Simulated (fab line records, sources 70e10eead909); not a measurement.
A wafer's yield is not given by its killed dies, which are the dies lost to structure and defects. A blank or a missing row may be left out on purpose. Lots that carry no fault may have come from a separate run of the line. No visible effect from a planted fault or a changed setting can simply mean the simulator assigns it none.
Chamber matching -- flow nandHarc -- pecvd-02 running NHARC_A_CHANNEL_HOLE_D1_DEP_01: 3 sister chambers
The step deposits SiON, target thk 140 nm. 18 wafers are shown with their chamber, then 8 later ones without.

== WAFERS WITH THEIR CHAMBER ==
wafer,chamber,heaterPowerW (W)
L843.1,2,954
L843.5,0,661
L843.6,1,686
L844.1,1,814
L844.2,2,848
L844.4,0,679
L846.2,2,860
L846.3,0,719
L846.4,2,869
L848.1,0,673
L848.4,0,699
L859.2,0,692
L859.3,1,781
L859.6,0,685
L862.2,0,711
L862.3,2,932
L862.5,0,707
L863.1,2,895

SIGNATURES (means of the wafers above)
reading,chamber 0,chamber 1,chamber 2,scatter within a chamber
heaterPowerW,691.78,760.33,893.00,37.1
Rule: a wafer's distance from a chamber is the root of the sum, over the readings, of the square of ((its reading less the chamber's mean) divided by the reading's scatter). If the next closest chamber is less than 2 further off than the closest, the wafer can't be placed; otherwise it belongs to the closest. The scatter: the root of (the sum of the squares of (reading less its chamber's mean) over the shown wafers, divided by (wafers less chambers)).

== WAFERS WITH NO CHAMBER GIVEN ==
wafer,heaterPowerW (W)
L863.4,908
L863.6,671
L864.1,758
L864.4,754
L864.6,599
L866.1,679
L866.4,701
L866.6,898

== EACH ONE'S CHAMBER ==
wafer,from the rows above,in truth
L863.4,2,2
L863.6,can't be placed: 0 or 1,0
L864.1,can't be placed: 1 or 0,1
L864.4,can't be placed: 1 or 0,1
L864.6,can't be placed: 0 or 1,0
L866.1,can't be placed: 0 or 1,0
L866.4,can't be placed: 0 or 1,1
L866.6,2,2
Placed correctly: 2 of 8. From these rows, 6 cannot be placed; in 6 the true chamber is one of the candidates. Number placed wrongly: 0.
